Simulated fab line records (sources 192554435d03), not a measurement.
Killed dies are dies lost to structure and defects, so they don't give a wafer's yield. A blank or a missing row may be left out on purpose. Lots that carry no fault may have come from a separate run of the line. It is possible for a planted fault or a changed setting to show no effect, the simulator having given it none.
Chamber matching    flow n5Finfet    cmp-03 running N5_BEOL_M9_CMP_52: 4 sister chambers
The step polishes, stops on SiCOH lowk, t overpolish 7 s, target thk 140 nm. 4 wafers are shown with their chamber, then 7 later ones without.

## WAFERS PAIRED WITH THEIR CHAMBERS
wafer   chamber  timeToEndpointS (s)
L088.1  0        63
L088.4  1        69
L090.1  3        61
L090.4  2        74

## WAFERS MISSING THEIR CHAMBER
wafer   timeToEndpointS (s)
L090.5  68
L091.2  72
L091.3  59
L091.5  62
L097.2  64
L097.4  66
L097.6  66

## CHAMBER TAKEN BY EACH
wafer   from the rows above           in truth
L090.5  can't be placed: 1 or 0       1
L091.2  can't be placed: 2 or 1       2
L091.3  can't be placed: 3 or 0       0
L091.5  can't be placed: 0 or 3       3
L097.2  can't be placed: 0 or 3 or 1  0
L097.4  can't be placed: 0 or 1 or 3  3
L097.6  can't be placed: 0 or 1 or 3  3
0 of 7 placed correctly. These rows do not allow placing 7 (true chamber among the candidates in 7). 0 placed wrongly.
How it was worked out, from the rows above alone: a wafer's distance from a chamber is the root of the sum, over the readings, of the square of ((its reading less the chamber's mean) divided by the reading's scatter). The wafer belongs to the nearest chamber; if the next one is less than 2 further off, it can't be placed. A chamber's mean is the mean of its shown wafers. The scatter: with one shown wafer a chamber, the root of the mean of the squares of how far each hidden wafer lies from its nearest shown one.
